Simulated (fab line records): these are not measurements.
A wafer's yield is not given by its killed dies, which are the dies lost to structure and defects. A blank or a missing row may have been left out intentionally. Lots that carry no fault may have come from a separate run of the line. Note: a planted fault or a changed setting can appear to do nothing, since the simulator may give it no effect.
Chamber matching :: flow nand_harc :: pecvd-01 running NHARC_A_M1_DEP_33: 3 sister chambers
The step deposits SiCN, target thk 30 nm. 6 wafers are shown with their chamber, then 9 later ones without.

== EACH WAFER AND ITS CHAMBER ==
wafer: L089.6
chamber: 2
heater_power_w (W): 464

wafer: L085.1
chamber: 1
heater_power_w (W): 606

wafer: L085.3
chamber: 2
heater_power_w (W): 483

wafer: L086.1
chamber: 0
heater_power_w (W): 684

wafer: L086.3
chamber: 1
heater_power_w (W): 693

wafer: L086.6
chamber: 0
heater_power_w (W): 695

== WAFERS MISSING THEIR CHAMBER ==
wafer: L088.1
heater_power_w (W): 434

wafer: L088.2
heater_power_w (W): 640

wafer: L088.5
heater_power_w (W): 643

wafer: L093.3
heater_power_w (W): 666

wafer: L093.4
heater_power_w (W): 694

wafer: L093.6
heater_power_w (W): 630

wafer: L096.2
heater_power_w (W): 699

wafer: L096.3
heater_power_w (W): 688

wafer: L096.6
heater_power_w (W): 692

== THE CHAMBER EACH PASSED THROUGH ==
wafer: L088.1
from the rows above: 2
in truth: 2

wafer: L088.2
from the rows above: can't be placed: 1 or 0
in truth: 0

wafer: L088.5
from the rows above: can't be placed: 1 or 0
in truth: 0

wafer: L093.3
from the rows above: can't be placed: 1 or 0
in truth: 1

wafer: L093.4
from the rows above: can't be placed: 0 or 1
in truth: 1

wafer: L093.6
from the rows above: can't be placed: 1 or 0
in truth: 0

wafer: L096.2
from the rows above: can't be placed: 0 or 1
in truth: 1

wafer: L096.3
from the rows above: can't be placed: 0 or 1
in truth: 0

wafer: L096.6
from the rows above: can't be placed: 0 or 1
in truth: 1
Correct placement for 1 of the 9. Not placeable from these rows: 8 (in 8, the candidates include the true chamber). 0 placed wrongly.
How it was worked out, from the rows above alone: a wafer's distance from a chamber is the root of the sum, over the readings, of the square of ((its reading less the chamber's mean) divided by the reading's scatter). If the next closest chamber is less than 2 further off than the closest, the wafer can't be placed; otherwise it belongs to the closest. For every chamber, the mean is computed from those of its wafers that are shown. How the scatter is found: for the shown wafers, subtract from each reading the mean of its chamber, square and add these, divide the total by (wafers less chambers), then take the root.
